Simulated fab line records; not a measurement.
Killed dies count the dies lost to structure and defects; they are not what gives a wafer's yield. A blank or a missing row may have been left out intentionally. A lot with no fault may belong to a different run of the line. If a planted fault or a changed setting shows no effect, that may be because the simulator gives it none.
A struck lot beside a sound one / flow n5 finfet / 18 out of 1938 route steps
Sound: wafers L781.3, L781.5, L781.6. Struck: wafer L789.3. (L789.2 of the same lot was not struck and is left out.) The cause comes at the end.
At each step with rows: each side's tool, then ch and its chambers, then its first start. Under that, the readings that differ: sound wafers / struck wafers / difference of the means / sigmas: that difference in standard deviations of wafers without a fault.
alike: readings with means less than 2 such deviations apart, plus words and numbers identical on both sides. not compared: withheld readings, readings lacking a value on some wafer, bounds such as >300 that could conceal the same value, and numbers that have no deviation in the record and whose values overlap.
Wherever a step has rows on one side only, a row that says differs or no value, or a row with sigmas, the two part there. Numbers that don't overlap but have no deviation are shown without sigmas and don't part them. Lack of a reading on every wafer of one side parts them only where that side has two or more wafers.

first, 7 steps without rows for these wafers: N5_BEOL_M11_COAT_60 (time 60 s, resist thk 30 nm); N5_BEOL_M11_COAT_05 (resist thk 90 nm); N5_BEOL_M11_EBR_07; N5_BEOL_M11_SOFTBAKE_06 (time 60 s); N5_BEOL_M11_EXPOSE_08 (exposes mask M11); N5_BEOL_M11_PEB_09 (peb time 60 s); N5_BEOL_M11_DEVELOP_10 (develop time 30 s).
N5_BEOL_M11_CD_MEAS_11: target cd 64.1 nm.
  sound on cd sem-01 ch 0, day 11 10:46; struck on cd sem-03 ch 0, day 14 01:38
  alike: cd nm
N5_BEOL_M11_OVL_MEAS_12:
  sound on overlay-01 ch 0, day 11 10:47; struck on overlay-01 ch 0, day 14 01:40
  alike: M11_OVL
N5_BEOL_M11_INSPECT_13: inspects for defects (brightfield).
  sound on defect inspect-02, day 11 10:49; struck on defect inspect-01, day 14 01:41
  alike: raw defect count
N5_BEOL_M11_DESCUM_16: chemistry O2, time 7.9 s.
  sound on rie diel-02 ch 0,1, day 11 10:55; struck on rie diel-02 ch 2, day 14 01:45
reading=rf fwd power W (W); sound=48.98 49.13 49.15; struck=49.56; difference=+0.47; sigmas=+2
  alike: drypump motor current A, oes product au, rf vpp V, showerhead plenum p Torr, throttle valve pct
  not compared: rf hours counter h
N5_BEOL_M11_ETCH_61: etches SiARC in CF4, target depth 39 nm, time 65 s.
  sound on rie diel-02 ch 0,1, day 11 10:58; struck on rie diel-02 ch 2, day 14 01:47
reading=oes product au (a.u.); sound=0.66 0.65 0.75; struck=0.83; difference=+0.14; sigmas=+2
reading=rf fwd power W (W); sound=531.5 533.1 533.7; struck=539.3; difference=+6.5; sigmas=+3
  alike: bias w, drypump motor current A, etch rf on time s, rf vpp V, showerhead plenum p Torr, throttle valve pct
  not compared: rf hours counter h
N5_BEOL_M11_ETCH_62: etches SOC in N2/H2, target depth 110 nm, overetch 22 nm, time 165 s.
  sound on rie diel-02 ch 0,1, day 11 11:01; struck on rie diel-02 ch 2, day 14 01:50
reading=model.SiARC_of_BEOL_M11_COAT_60.thk nm (nm); sound=23.6 23.4 23.6; struck=22.6; difference=-0.9; sigmas=
  alike: bias w, drypump motor current A, oes product au, rf fwd power W, rf vpp V, showerhead plenum p Torr, throttle valve pct
  not compared: rf hours counter h
then, 1 step without rows for these wafers: N5_BEOL_M11_STRIP_68 (strips in N2/H2).
N5_BEOL_M11_STRIP_67: strips in CF4.
  sound on rie diel-02 ch 0,1, day 11 11:09; struck on rie diel-02 ch 2, day 14 01:59
reading=oes product au (a.u.); sound=0.76 0.76 0.86; struck=0.96; difference=+0.17; sigmas=+2
  alike: drypump motor current A, power w, rf vpp V, showerhead plenum p Torr, throttle valve pct
  not compared: rf hours counter h
N5_BEOL_M11_HM_OPEN_17: chemistry Cl2/BCl3, target TiN, target depth 20 nm, overetch 6 nm.
  sound on rie metal-03 ch 0,1, day 11 11:14; struck on rie metal-02 ch 0, day 14 02:01
reading=bias w (W); sound=126.0 125.8 126.2; struck=125.3; difference=-0.7; sigmas=-2
reading=oes product au (a.u.); sound=0.74 0.69 0.73; struck=0.56; difference=-0.16; sigmas=-3
reading=model.etch.depth nm (nm); sound=19.91 19.61 20; struck=18.34; difference=-1.50; sigmas=
  alike: drypump motor current A, he backside leak sccm, rf fwd power W, throttle valve pct
  not compared: rf hours counter h
N5_BEOL_M11_STRIP_19: strips in O2.
  sound on rie diel-04 ch 1,2,3, day 11 11:22; struck on rie diel-03 ch 3, day 14 02:08
  alike: drypump motor current A, oes product au, rf vpp V, showerhead plenum p Torr, throttle valve pct
  not compared: rf hours counter h
-- the record jumps here: 2 days lie between the struck wafers' starts before and after (it left off in module BEOL_M11 and takes up again in module PASSIVATION, whose first step shown is number 1936 of the route) --
N5_PASSIVATION_PROBE_49:
  rows exist in the record for the struck wafers here (prober-02, day 16 08:01), but not for the sound ones

WHERE THEY PART
Last at N5_PASSIVATION_PROBE_49 as far as this record goes, first at N5_BEOL_M11_DESCUM_16.

WHY: whatever the simulator had introduced
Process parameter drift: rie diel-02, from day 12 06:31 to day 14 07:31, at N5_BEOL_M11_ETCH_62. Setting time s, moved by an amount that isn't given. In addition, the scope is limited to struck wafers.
